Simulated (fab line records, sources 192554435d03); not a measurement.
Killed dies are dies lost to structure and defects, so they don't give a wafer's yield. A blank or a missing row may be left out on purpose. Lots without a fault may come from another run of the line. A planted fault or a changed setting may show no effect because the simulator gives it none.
Split-lot experiment | flow n5_finfet | 7 lots, 21 wafers read, on a route of 1938 steps

THE SPLIT
At N5_HKMG_FIN_EXPOSE_09 (exposes mask NWFM), the setting dose_mj was moved away from the recipe's 39.25 on 7 of the 21 wafers read, by -6.7% to +4.4%. The other wafers ran this setting at the recipe's value.

FROM THE SPLIT TO THE READING: what the file shows between them, 2 steps
- N5_HKMG_FIN_PEB_10: peb time 60 s
- N5_HKMG_FIN_DEVELOP_11: develop time 30 s

THE READING
cd_nm, in nm, at N5_HKMG_FIN_CD_MEAS_12 (target cd 92.8 nm). Fault-free wafers of this fab line usually give 93.3 nm, standard deviation 0.79 nm.

wafer  | tool, chamber at the split | dose_mj as run | against the recipe | cd_nm, nm | against lot-mates on the recipe
L074.1 | arfi_scanner-01, 0         | 39.25          | recipe             | 93.6      | -
L074.4 | arfi_scanner-01, 0         | 39.25          | recipe             | 94.7      | -
L074.6 | arfi_scanner-01, 0         | 39.25          | recipe             | 94.1      | -
L079.1 | arfi_scanner-02, 0         | 39.25          | recipe             | 91.5      | -
L079.2 | arfi_scanner-02, 0         | 39.25          | recipe             | 92.9      | -
L079.3 | arfi_scanner-02, 0         | 39.25          | recipe             | 93.4      | -
L080.1 | arfi_scanner-01, 0         | 39.25          | recipe             | 93.5      | -
L080.2 | arfi_scanner-01, 0         | 37.4           | -4.7%              | 89.1      | -4.3
L080.3 | arfi_scanner-01, 0         | 39.25          | recipe             | 93.3      | -
L082.2 | arfi_scanner-01, 0         | 39.25          | recipe             | 92.9      | -
L082.3 | arfi_scanner-01, 0         | 39.25          | recipe             | 93.2      | -
L082.5 | arfi_scanner-01, 0         | 39.25          | recipe             | 91.5      | -
L085.1 | arfi_scanner-03, 0         | 39.25          | recipe             | 94.2      | -
L085.3 | arfi_scanner-03, 0         | 39.25          | recipe             | 94.6      | -
L085.4 | arfi_scanner-03, 0         | 37.13          | -5.4%              | 91.1      | -3.3
L086.1 | arfi_scanner-02, 0         | 36.63          | -6.7%              | 89.5      | -3.8
L086.5 | arfi_scanner-02, 0         | 39.25          | recipe             | 93.3      | -
L086.6 | arfi_scanner-02, 0         | 36.63          | -6.7%              | 88.8      | -4.5
L089.4 | arfi_scanner-01, 0         | 40.98          | +4.4%              | 96.1      | no lot-mate on the recipe
L089.5 | arfi_scanner-01, 0         | 40.98          | +4.4%              | 96.5      | no lot-mate on the recipe
L089.6 | arfi_scanner-01, 0         | 40.98          | +4.4%              | 96.6      | no lot-mate on the recipe

THE FIT
A straight line over all 21 wafers: cd_nm changes by +0.649 nm for each +1% of dose_mj; r = +0.92; the points scatter about the line by 0.9 nm.
The same after taking each lot's own level away (the mean of its wafers on the recipe; 18 wafers): +0.662 nm for each +1%; r = +0.94; scatter 0.62 nm.
On that fit, the largest move of dose_mj shifts the reading by 4.4 nm.
The lots' own levels span 92.53 to 94.40 nm, that is 2.4 times the standard deviation above.
So the lot-to-lot level changes the slope little: the two slopes agree.
Check: with one of the wafers moved furthest among these (-6.7%) left out of the fit, the line predicts -4.74 nm for it against its lot-mates. It came out at -3.8 nm against them.

OTHER SPLITS ON THESE WAFERS
These wafers also went through other splits before the reading. Each is held against what the fit with the lots' levels taken away leaves over:
other split on the same wafers | wafers away from the commonest value | r with cd_nm (lot level and that fit taken away)
N5_SDB_COAT_03 spin_rpm        | 5                                    | +0.23
N5_HKMG_FIN_COAT_06 spin_rpm   | 8                                    | -0.01

THE FILE'S OWN FIT
cd_nm changes by +0.688 nm for each +1% of dose_mj, r = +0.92.
